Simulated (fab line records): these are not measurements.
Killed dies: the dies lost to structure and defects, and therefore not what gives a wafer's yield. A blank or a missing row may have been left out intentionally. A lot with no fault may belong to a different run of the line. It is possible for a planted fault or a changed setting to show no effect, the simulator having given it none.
Struck lot and sound lot, side by side	flow nandHarc	15 out of 1302 route steps
Sound: wafers L916.1, L916.2, L916.6. Struck: wafers L926.3, L926.6. (L926.1 of the same lot was not struck and is left out.) The cause comes at the end.
Each step with rows lists, per side, the tool, then ch with its chambers, then its first start. Under that, the readings that differ: sound wafers	struck wafers	difference of the means	sigmas: that difference in standard deviations of wafers without a fault.
alike: same words and numbers on both sides, and readings whose means sit less than 2 such deviations apart. not compared: any withheld reading, any reading some wafer has no value for, any bound like >300 that may hide the same value, and any number with overlapping values for which the record gives no deviation.
A row with sigmas, a row that says differs or no value, or rows on one side alone: a step with any of these is where the two part. Numbers that have no deviation but don't overlap get no sigmas and don't part them. Lack of a reading on every wafer of one side parts them only where that side has two or more wafers.

first, 8 steps without rows for these wafers: NHARC_A_CONTACT_COAT_34 (time 75 s); NHARC_A_CONTACT_COAT_35 (time 65 s); NHARC_A_CONTACT_COAT_36 (resist thk 90 nm); NHARC_A_CONTACT_SOFTBAKE_37 (time 55 s); NHARC_A_CONTACT_EBR_38; NHARC_A_CONTACT_EXPOSE_39 (exposes mask A CC 3); NHARC_A_CONTACT_PEB_40 (peb time 65 s); NHARC_A_CONTACT_DEVELOP_41 (develop time 35 s).
NHARC_A_CONTACT_CD_MEAS_42 targets a cd of 300 nm.
  sound on cdSem-03 ch 0, day 22 03:15; struck on cdSem-03 ch 0, day 25 21:51
  alike: cdNm
NHARC_A_CONTACT_OVL_MEAS_43:
  sound on overlay-02, day 22 03:20; struck on overlay-01, day 25 21:56
  alike: overlayXNm, overlayYNm
NHARC_A_CONTACT_INSPECT_44:
  sound on defectInspect-01, day 22 03:23; struck on defectInspect-01, day 25 21:59
  alike: rawDefectCount
NHARC_A_CONTACT_DESCUM_47: chemistry O2, time 3 s.
  sound on rieDiel-03 ch 0,2, day 22 03:28; struck on rieDiel-02 ch 1,2, day 25 22:03
  alike: drypumpMotorCurrentA, oesProductAu, rfVppV, showerheadPlenumPTorr, throttleValvePct
  not compared: rfHoursCounterH
NHARC_A_CONTACT_ETCH_48: etches the open film in CF4, target depth 39 nm, time 65 s.
  sound on rieDiel-03 ch 0,2,3, day 22 03:33; struck on rieDiel-02 ch 0,3, day 25 22:08
reading	sound	struck	difference	sigmas
biasW (W)	100.00 99.72 99.75	- -	no value on the struck wafers	
runLengthS (s)	86.9 86.6 86.3	66.3 66.7	-20.1	-44
throttleValvePct (%)	13.280 13.272 13.279	13.290 13.310	+0.023	+3
  alike: cf4FlowSccm, drypumpMotorCurrentA, oesProductAu, rfVppV, showerheadPlenumPTorr
  not compared: rfHoursCounterH
NHARC_A_CONTACT_ETCH_49: etches the open film in N2/H2, target depth 260 nm, time 475.3 s.
  sound on rieDiel-03 ch 1,2; struck on rieDiel-02 ch 0,3
  alike: biasW, drypumpMotorCurrentA, oesProductAu, rfVppV, runLengthS, showerheadPlenumPTorr, throttleValvePct
  not compared: rfHoursCounterH
-- record jumps: 3 days between struck wafers' starts before vs after; left off in module A_CONTACT, resumes in module END, first step shown is number 1302 of the route --
NHARC_END_SORT_01:
  only the struck wafers appear in the record here, on prober-02 ch 0 at day 28 23:11; the sound ones have no rows

== WHERE THEY PART ==
Last at NHARC_END_SORT_01 as far as this record goes, first at NHARC_A_CONTACT_ETCH_48.

WHY: what had been put in by the simulator
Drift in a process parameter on rieDiel-02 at NHARC_A_CONTACT_ETCH_48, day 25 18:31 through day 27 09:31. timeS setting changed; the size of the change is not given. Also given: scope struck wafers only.
